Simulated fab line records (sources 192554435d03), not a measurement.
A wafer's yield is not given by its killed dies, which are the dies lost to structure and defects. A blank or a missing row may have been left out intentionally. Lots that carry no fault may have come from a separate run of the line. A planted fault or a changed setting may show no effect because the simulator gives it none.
Split-lot experiment    flow n5_finfet    7 lots, 21 wafers read, on a route of 1938 steps

THE SPLIT
At N5_SD_EPI_N_EXPOSE_06 (exposes mask SD N BLK, target cd 120 nm), the setting dose_mj was moved away from the recipe's 39.75 on 8 of the 21 wafers read, by -5.7% to +7.4%. The other wafers ran this setting at the recipe's value.

SPLIT TO READING: what lies between them in the file, 1 step
- N5_SD_EPI_N_DEVELOP_08: develop time 30 s (also split here: develop_time_s)

THE READING
At N5_SD_EPI_N_CD_MEAS_09: cd_nm in nanometres, against a target cd of 120 nm. On this fab line, fault-free wafers typically give 119.7 nm with a standard deviation of 0.9 nm.

wafer   tool, chamber at the split  dose_mj as run  against the recipe  cd_nm, nm  against lot-mates on the recipe
L074.1  arfi_scanner-03, 0          39.75           recipe              120.4      -
L074.5  arfi_scanner-03, 0          37.5            -5.7%               115.0      -5.4
L074.6  arfi_scanner-03, 0          37.5            -5.7%               114.8      -5.6
L075.2  arfi_scanner-01, 0          39.75           recipe              120.5      -
L075.5  arfi_scanner-01, 0          39.75           recipe              119.3      -
L075.6  arfi_scanner-01, 0          39.75           recipe              119.9      -
L076.3  arfi_scanner-01, 0          41.95           +5.5%               123.8      no lot-mate on the recipe
L076.4  arfi_scanner-01, 0          41.95           +5.5%               124.4      no lot-mate on the recipe
L076.5  arfi_scanner-01, 0          41.95           +5.5%               124.2      no lot-mate on the recipe
L083.1  arfi_scanner-03, 0          39.75           recipe              119.7      -
L083.4  arfi_scanner-03, 0          39.75           recipe              122.1      -
L083.5  arfi_scanner-03, 0          39.75           recipe              121.5      -
L091.3  arfi_scanner-03, 0          39.75           recipe              117.4      -
L091.4  arfi_scanner-03, 0          39.75           recipe              117.8      -
L091.5  arfi_scanner-03, 0          42.69           +7.4%               123.2      +5.6
L093.2  arfi_scanner-01, 0          39.75           recipe              120.3      -
L093.3  arfi_scanner-01, 0          39.75           recipe              120.8      -
L093.4  arfi_scanner-01, 0          39.75           recipe              120.4      -
L094.1  arfi_scanner-03, 0          41.63           +4.7%               123.1      +3.4
L094.2  arfi_scanner-03, 0          39.75           recipe              119.7      -
L094.3  arfi_scanner-03, 0          41.63           +4.7%               123.1      +3.4

THE FIT
A straight line over all 21 wafers: cd_nm changes by +0.721 nm for each +1% of dose_mj; r = +0.91; the points scatter about the line by 1.2 nm.
The same after taking each lot's own level away (the mean of its wafers on the recipe; 18 wafers): +0.837 nm for each +1%; r = +0.98; scatter 0.59 nm.
That fit puts the effect of the largest move of dose_mj on the reading at 6.2 nm.
Measured against the standard deviation above, the lots' own levels, which go from 117.60 to 121.10 nm, span 3.9 times it.
Hence the slope depends on the lot-to-lot level, as the two fits are not the same.
Check: +6.25 nm against its lot-mates is what the line predicts for one of the wafers moved furthest among these (+7.4%) when that wafer is left out of the fit. It came out at +5.6 nm against them.

THE OTHER SPLITS THESE WAFERS WENT THROUGH
Note: prior to the reading, these wafers also went through further splits. Each is held against what the fit with the lots' levels taken away leaves over:
other split on the same wafers         wafers away from the commonest value  r with cd_nm (lot level and that fit taken away)
N5_FIN_SAQP_PECVD_06 time_s            5                                     -0.25
N5_FIN_SAQP_DEVELOP_15 develop_time_s  5                                     +0.14
N5_DUMMY_GATE_COAT_28 spin_rpm         5                                     +0.02
N5_SD_EPI_N_DEVELOP_08 develop_time_s  5                                     +0.40

THE WHOLE CHAIN: every reading that the file lists as answering this split, in the file's order
step                      what it does                                                        reading                                                          change (the file's fit)                r (the file's)
N5_SD_EPI_N_CD_MEAS_09    target cd 120 nm                                                    cd_nm                                                            +0.819 nm for each +1% of the setting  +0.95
N5_SD_EPI_N_DESCUM_14     chemistry O2, time 7.9 s                                            SD_EPI_N.cd_nm (the simulator's own value, which no gauge read)  +0.774 nm for each +1% of the setting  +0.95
N5_SD_EPI_N_ETCH_35       etches SOC in N2/H2, overetch 108 nm, time 486 s                    SD_EPI_N.cd_nm (the simulator's own value, which no gauge read)  +0.793 nm for each +1% of the setting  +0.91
N5_SD_EPI_N_ETCHBACK_44   etches SiNx in CH3F/O2, stops on SiO2, target depth 14.5 nm         SD_EPI_N.cd_nm (the simulator's own value, which no gauge read)  +0.783 nm for each +1% of the setting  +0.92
N5_SD_EPI_N_ETCH_45       etches SiOCN in CH3F/O2, target depth 6 nm                          SD_EPI_N.cd_nm (the simulator's own value, which no gauge read)  +0.811 nm for each +1% of the setting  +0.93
N5_SD_EPI_N_SD_RECESS_17  chemistry HBr/Cl2/O2, target depth 41 nm, time 23.7 s, bt time 3 s  SD_EPI_N.cd_nm (the simulator's own value, which no gauge read)  +0.835 nm for each +1% of the setting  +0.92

THE FILE'S OWN FIT
cd_nm changes by +0.819 nm for each +1% of dose_mj, r = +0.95.
